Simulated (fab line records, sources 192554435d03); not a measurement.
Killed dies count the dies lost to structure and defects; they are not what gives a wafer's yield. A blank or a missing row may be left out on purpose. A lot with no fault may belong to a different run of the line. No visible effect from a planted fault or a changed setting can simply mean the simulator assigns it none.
Which tool did it? | flow n5 finfet | 10 lots with 30 wafers sampled at 4 steps, on a route of 1938 steps

== WHAT THE GAUGES READ, wafer by wafer ==
N5_BEOL_M8_CD_MEAS_28 targets a cd of 40 nm. Usual: cd nm reads 40.06 nm (standard deviation 0.25).
lot  | measured     | on        | cd nm (nm)        | flag
L197 | day 12 19:01 | cd sem-01 | 40.17 39.69 39.47 |
L198 | day 13 07:04 | cd sem-02 | 40.27 40.17 40.08 |
L205 | day 16 21:17 | cd sem-01 | 39.88 39.99 40.40 |
L208 | day 16 22:47 | cd sem-03 | 40.18 40.33 40.49 |
L206 | day 17 10:08 | cd sem-01 | 39.92 40.11 40.17 |
L210 | day 18 15:53 | cd sem-01 | 40.27 40.18 40.08 |
L207 | day 18 23:49 | cd sem-01 | 40.34 40.01 40.18 |
L211 | day 19 00:03 | cd sem-01 | 40.05 39.79 39.86 |
L200 | day 19 07:30 | cd sem-02 | 40.14 39.99 39.76 |
L214 | day 19 08:25 | cd sem-03 | 39.92 39.73 40.19 |

N5_BEOL_M8_CD_MEAS_35 targets a cd of 40 nm. Usual: cd nm reads 40.0 nm (standard deviation 0.51).
lot  | measured     | on        | cd nm (nm)     | flag
L197 | day 12 19:44 | cd sem-03 | 40.7 40.0 39.9 |
L198 | day 13 07:46 | cd sem-02 | 39.6 38.4 39.6 |
L205 | day 16 22:00 | cd sem-03 | 40.5 41.0 41.1 |
L208 | day 16 23:30 | cd sem-02 | 40.1 40.8 40.9 |
L206 | day 17 10:58 | cd sem-01 | 39.3 40.2 40.0 |
L210 | day 18 16:36 | cd sem-02 | 39.6 40.4 40.8 |
L207 | day 19 00:53 | cd sem-03 | 40.9 40.6 40.0 |
L211 | day 19 01:17 | cd sem-01 | 39.6 39.5 39.4 |
L200 | day 19 08:13 | cd sem-03 | 40.2 40.3 40.2 |
L214 | day 19 09:29 | cd sem-03 | 40.0 39.7 40.3 |

== TOOL THAT RAN EACH LOT (tool first, then ch and the chambers of the sampled wafers, then the start) ==
lot  | N5_BEOL_M8_ETCH_62                 | N5_BEOL_M8_ETCH_66
L197 | rie diel-04 ch 0,1,3, day 12 17:58 | rie diel-02 ch 1,2,3, day 12 19:14
L198 | rie diel-04 ch 0,1,2, day 13 04:14 | rie diel-02 ch 0,2, day 13 07:16
L205 | rie diel-04 ch 0,2,3, day 16 20:20 | rie diel-02 ch 2,3, day 16 21:29
L208 | rie diel-02 ch 2,3, day 16 21:14   | rie diel-05 ch 1,3, day 16 22:59
L206 | rie diel-02 ch 0,2,3, day 17 06:41 | rie diel-05 ch 1,3, day 17 10:27
L210 | rie diel-04 ch 1,2, day 18 14:11   | rie diel-05 ch 0,2, day 18 16:05
L207 | rie diel-02 ch 0,2,3, day 18 21:04 | rie diel-02 ch 1,2,3, day 19 00:22
L211 | rie diel-05 ch 1,2,3, day 18 21:14 | rie diel-02 ch 0,1,2, day 19 00:46
L200 | rie diel-04 ch 1,2,3, day 19 05:20 | rie diel-02 ch 0,3, day 19 07:43
L214 | rie diel-05 ch 1,2,3, day 19 05:56 | rie diel-02 ch 0,2,3, day 19 08:59
- N5_BEOL_M8_ETCH_62: etches SOC in N2/H2, target depth 110 nm, overetch 22 nm, time 165 s.
- N5_BEOL_M8_ETCH_66: etches SOC in N2/H2, target depth 80 nm, overetch 16 nm, time 120 s.

== WHAT THE TOOLS THEMSELVES READ (means of the sampled wafers that have a number; where no wafer has one, the mark that the record gives instead) ==
N5_BEOL_M8_ETCH_62. Usual: drypump motor current A 5.6 A, standard deviation 0.43; oes product au 0.70 a.u., standard deviation 0.071; rf fwd power W 837.6 W, standard deviation 2.4; rf vpp V 524.8 V, standard deviation 2.7; showerhead plenum p Torr 2.58 Torr, standard deviation 0.096; temp c 39.99 C, standard deviation 0.12; throttle valve pct 17.85 %, standard deviation 0.2.
lot  | tool        | drypump motor current A (A) | oes product au (a.u.) | rf fwd power W (W) | rf vpp V (V) | showerhead plenum p Torr (Torr) | temp c (C) | throttle valve pct (%) | flag
L197 | rie diel-04 | 5.6                         | 0.76                  | 835.2              | 525.2        | 2.59                            | 40.00      | 17.83                  |
L198 | rie diel-04 | 5.6                         | 0.68                  | 838.6              | 524.4        | 2.56                            | 40.00      | 17.88                  |
L205 | rie diel-04 | 5.5                         | 0.74                  | 839.8              | 524.2        | 2.59                            | 39.91      | 17.69                  |
L208 | rie diel-02 | 5.6                         | 0.62                  | 839.3              | 522.4        | 2.49                            | 39.88      | 18.12                  |
L206 | rie diel-02 | 5.6                         | 0.70                  | 837.9              | 524.8        | 2.59                            | 39.96      | 17.89                  |
L210 | rie diel-04 | 5.3                         | 0.72                  | 839.1              | 522.4        | 2.47                            | 39.97      | 17.69                  |
L207 | rie diel-02 | 5.7                         | 0.68                  | 838.0              | 525.5        | 2.59                            | 40.00      | 17.91                  |
L211 | rie diel-05 | 5.9                         | 0.75                  | 839.7              | 526.8        | 2.63                            | 39.92      | 17.74                  |
L200 | rie diel-04 | 5.3                         | 0.71                  | 836.9              | 522.9        | 2.50                            | 39.96      | 17.81                  |
L214 | rie diel-05 | 5.9                         | 0.75                  | 838.3              | 526.7        | 2.63                            | 40.00      | 17.74                  |

N5_BEOL_M8_ETCH_66. Usual: drypump motor current A 5.7 A, standard deviation 0.34; oes product au 0.61 a.u., standard deviation 0.063; rf fwd power W 836 W, standard deviation 3; rf vpp V 524.9 V, standard deviation 2.8; showerhead plenum p Torr 2.58 Torr, standard deviation 0.1; temp c 39.97 C, standard deviation 0.11; throttle valve pct 17.88 %, standard deviation 0.19.
lot  | tool        | drypump motor current A (A) | oes product au (a.u.) | rf fwd power W (W) | rf vpp V (V) | showerhead plenum p Torr (Torr) | temp c (C) | throttle valve pct (%) | flag
L197 | rie diel-02 | 5.7                         | 0.57                  | 1037               | 487.5        | 2.57                            | 40.03      | 17.99                  | OFF
L198 | rie diel-02 | 5.7                         | 0.57                  | 1035               | 488.9        | 2.58                            | 39.89      | 17.97                  | OFF
L205 | rie diel-02 | 5.6                         | 0.56                  | 835                | 522.5        | 2.49                            | 39.99      | 18.11                  |
L208 | rie diel-05 | 5.8                         | 0.60                  | 839                | 526.9        | 2.67                            | 40.12      | 17.85                  |
L206 | rie diel-05 | 6.2                         | 0.56                  | 837                | 525.5        | 2.63                            | 40.05      | 17.93                  |
L210 | rie diel-05 | 6.1                         | 0.64                  | 834                | 525.0        | 2.58                            | 39.95      | 17.90                  |
L207 | rie diel-02 | 5.7                         | 0.54                  | 835                | 523.8        | 2.55                            | 39.92      | 18.06                  |
L211 | rie diel-02 | 5.6                         | 0.60                  | 836                | 526.6        | 2.65                            | 39.86      | 17.84                  |
L200 | rie diel-02 | 5.6                         | 0.60                  | 836                | 523.0        | 2.51                            | 40.02      | 17.91                  |
L214 | rie diel-02 | 5.6                         | 0.60                  | 841                | 524.8        | 2.58                            | 39.97      | 17.90                  |

== THE ANSWER, worked out from the rows above alone ==
Rule: take the mean of a lot's wafers that have a number; if it is more than 3 standard deviations from the usual mean, the lot is off. Also off: a lot with no number at a reading for which 4 or more lots have one. All remaining lots with rows at the step are treated as sound. First the gauges in route order, then the tools' own readings, where a lot's mean is used as printed above. The first step at which some lot is off is used, and at that step the reading that is off furthest; a lot without a number counts as furthest.
Off: L197, L198 (N5_BEOL_M8_ETCH_66, rf fwd power W).
A tool fits if, at that step or a process step before it, it ran every lot that is off, and no sound lot after the first of them. None of those tried fits.

== WHAT THE SIMULATOR PUT IN ==
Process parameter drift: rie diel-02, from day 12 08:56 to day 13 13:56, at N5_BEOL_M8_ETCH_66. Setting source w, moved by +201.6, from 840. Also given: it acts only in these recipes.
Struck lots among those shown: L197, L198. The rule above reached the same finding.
